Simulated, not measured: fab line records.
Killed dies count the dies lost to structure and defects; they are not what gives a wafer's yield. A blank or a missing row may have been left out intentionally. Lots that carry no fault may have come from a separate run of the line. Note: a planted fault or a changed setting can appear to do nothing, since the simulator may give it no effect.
Comparing a struck lot with a sound one | flow n5Finfet | 34 out of 1938 route steps
Sound: the wafers L513.2, L513.4, L513.5. Struck: wafers L525.2, L525.5, L525.6. At the end, the cause is stated.
Each step with rows lists, per side, the tool, then ch with its chambers, then its first start. Under that, the readings that differ: sound wafers | struck wafers | difference of the means | sigmas: that difference in standard deviations of wafers without a fault.
alike: readings with means less than 2 such deviations apart, plus words and numbers identical on both sides. not compared: withheld readings, readings lacking a value on some wafer, bounds such as >300 that could conceal the same value, and numbers that have no deviation in the record and whose values overlap.
The two part at a step that has a row with sigmas, a row that says differs or no value, or rows on one side only. Non-overlapping numbers with no deviation appear without sigmas and do not part them. Lack of a reading on every wafer of one side parts them only where that side has two or more wafers.

first, 9 steps without rows for these wafers: N5_BEOL_M8_EXPOSE_25 (exposes mask V7, target cd 40 nm); N5_BEOL_M8_PEB_26 (peb time 60 s); N5_BEOL_M8_DEVELOP_27 (develop time 30 s); N5_BEOL_M8_DESCUM_33 (chemistry O2, time 7 s); N5_BEOL_M8_ETCH_72 (etches underlayer in N2/H2, target depth 6.5 nm, time 5.2 s); N5_BEOL_M8_ETCH_65 (etches SiARC in CF4, target depth 15.6 nm, time 26 s); N5_BEOL_M8_ETCH_66 (etches SOC in N2/H2, target depth 80 nm, overetch 16 nm, time 120 s); N5_BEOL_M8_STRIP_69 (strips in N2/H2); N5_BEOL_M8_STRIP_73 (strips in N2/H2).
N5_BEOL_M8_VIA_ETCH_34: etches SiCOH lowk in C4F6/O2, target depth 125.5 nm, time 50.5 s.
  sound on rieDiel-05 ch 0,3, day 10 12:52; struck on rieDiel-05 ch 1,2,3, day 14 01:07
  alike: C4F6_flow_sccm, drypumpMotorCurrentA, oesProductAu, rfVppV, showerheadPlenumPTorr, throttleValvePct
  not compared: rfHoursCounterH
then, 23 steps without rows for these wafers: N5_BEOL_M8_STRIP_76 (strips in C4F6/O2); N5_BEOL_M8_STRIP_36 (strips in N2/H2); N5_BEOL_M8_TRENCH_ETCH_37 (etches SiCOH lowk in C4F6/O2, target depth 93.478 nm, time 31.2 s); N5_BEOL_M8_ETCH_41 (etches SiCN in CH3F/O2, target depth 31.9 nm, time 57.8 s); N5_BEOL_M8_STRIP_80 (strips in N2/H2, time 10 s); N5_BEOL_M8_HM_STRIP_39 (strips TiN in peroxide tin strip, target depth 25 nm, time 158 s); N5_BEOL_M8_SRD_40 (time 30 s); N5_BEOL_M8_PRECLEAN_42 (cleans in residue remover, time 60 s); N5_BEOL_M8_SRD_43 (time 30 s); N5_BEOL_M8_CURE_75 (cures SiCOH lowk, time 120 s); N5_BEOL_M8_DEGAS_44 (time 60 s); N5_BEOL_M8_PRE_CLEAN_45 (time 30 s); N5_BEOL_M8_ALD_77 (deposits TaN, target thk 2 nm, pulse time 2 s, purge time 3 s); N5_BEOL_M8_SURFACE_TREAT_79; N5_BEOL_M8_CVD_78 (deposits Co from CCTBA/H2, target thk 2 nm, time 142.3 s); N5_BEOL_M8_SPUTTER_48 (material Cu, target thk 10 nm, time 1.667 s); N5_BEOL_M8_ECD_50 (material Cu, target thk 300 nm); N5_BEOL_M8_ANNEAL_51 (time 90 s); N5_BEOL_M8_CMP_52 (polishes, stops on SiCOH lowk, t overpolish 6.9 s, target thk 80 nm); N5_BEOL_M8_PRE_CLEAN_55 (time 15 s); N5_BEOL_M8_DEP_56 (deposits SiCN from 3MS/NH3, target thk 10 nm, time 17.5 s); N5_BEOL_M9_ILD_DEP_00 (deposits SiCOH lowk from DEMS/porogen, target thk 308.51 nm, time 58 s); N5_BEOL_M9_CURE_71 (cures SiCOH lowk, time 240 s).
-- the record jumps here: 3 days lie between the struck wafers' starts before and after (it left off in module BEOL_M9 and takes up again in module PASSIVATION, whose first step shown is number 1936 of the route) --
N5_PASSIVATION_PROBE_49:
  only the struck wafers here have rows in the record (prober-02, day 17 07:52); the sound ones have none

## WHERE THEY PART
Only at N5_PASSIVATION_PROBE_49, as far as this record shows.

WHY: whatever the simulator had introduced
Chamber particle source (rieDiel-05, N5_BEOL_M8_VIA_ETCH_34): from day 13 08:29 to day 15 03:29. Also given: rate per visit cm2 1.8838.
